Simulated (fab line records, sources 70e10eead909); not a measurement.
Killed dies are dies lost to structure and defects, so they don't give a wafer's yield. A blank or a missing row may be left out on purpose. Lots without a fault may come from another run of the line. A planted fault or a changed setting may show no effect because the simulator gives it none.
A struck lot beside a sound one | flow nand_harc | 14 steps out of a route of 1159
Sound: wafers L572.1, L572.3, L572.6. Struck: wafers L577.1, L577.2, L577.4. The cause comes at the end.
At each step with rows: each side's tool, then ch and its chambers, then its first start. Under that, the readings that differ: sound wafers | struck wafers | difference of the means | sigmas: that difference in standard deviations of wafers without a fault.
alike: readings whose means differ by less than 2 such deviations, and words and numbers that are the same on both sides. not compared: withheld readings, readings that some wafer has no value for, bounds like >300 that may hide the same value, and numbers for which the record gives no deviation and whose values overlap.
The two part at a step that has a row with sigmas, a row that says differs or no value, or rows on one side only. Numbers that don't overlap but have no deviation are shown without sigmas and don't part them. A reading that every wafer of one side lacks parts them only if that side has two wafers or more.

NHARC_A_ONON_D1_INSPECT_32:
  sound on defect_inspect-01, day 11 05:05; struck on defect_inspect-01, day 12 02:41
  alike: raw_defect_count
NHARC_A_CHANNEL_HOLE_D1_DEP_00: deposits aC, target thk 3100 nm.
  sound on acl_dep-01 ch 0, day 11 05:14; struck on acl_dep-02 ch 0, day 12 02:46
  alike: throttle_valve_pct
NHARC_A_CHANNEL_HOLE_D1_DEP_01: deposits SiON, target thk 140 nm.
  sound on pecvd-02 ch 0,1,2, day 11 07:10; struck on pecvd-02 ch 1,2, day 12 04:43
  alike: heater_power_w
then, 9 steps without rows for these wafers: NHARC_A_CHANNEL_HOLE_D1_DEHYDRATE_02 (time 120 s); NHARC_A_CHANNEL_HOLE_D1_HMDS_03 (time 30 s); NHARC_A_CHANNEL_HOLE_D1_COAT_36 (time 75 s); NHARC_A_CHANNEL_HOLE_D1_COAT_37 (time 65 s); NHARC_A_CHANNEL_HOLE_D1_COAT_04 (resist thk 90 nm); NHARC_A_CHANNEL_HOLE_D1_SOFTBAKE_05 (time 55 s); NHARC_A_CHANNEL_HOLE_D1_EBR_06; NHARC_A_CHANNEL_HOLE_D1_EXPOSE_07 (exposes mask HOLE D1, target cd 100 nm); NHARC_A_CHANNEL_HOLE_D1_PEB_08 (peb time 65 s).
NHARC_A_CHANNEL_HOLE_D1_DEVELOP_09: develop time 35 s.
  sound on litho_track-06 ch 0, day 11 07:00; struck on litho_track-06, day 12 05:00
  no value came back on the struck wafers for chill_plate_temp_C (C), develop_time_s (s), developer_temp_C (C); on the sound wafers chill_plate_temp_C (C) reads 22.98 22.77 23.00
NHARC_A_CHANNEL_HOLE_D1_CD_MEAS_10: target cd 100 nm.
  sound on cd_sem-02 ch 0, day 11 07:58; struck on cd_sem-03 ch 0, day 12 05:25
  reading    | sound             | struck | difference                    | sigmas
  cd_nm (nm) | 100.9 100.4 100.4 | - - -  | no value on the struck wafers |

WHERE THEY PART
First at NHARC_A_CHANNEL_HOLE_D1_DEVELOP_09; last, within this record, at NHARC_A_CHANNEL_HOLE_D1_CD_MEAS_10.

WHY: what the simulator had put in
Skipped step whole: litho_track-06, from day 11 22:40 on, at NHARC_A_CHANNEL_HOLE_D1_DEVELOP_09. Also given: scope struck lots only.
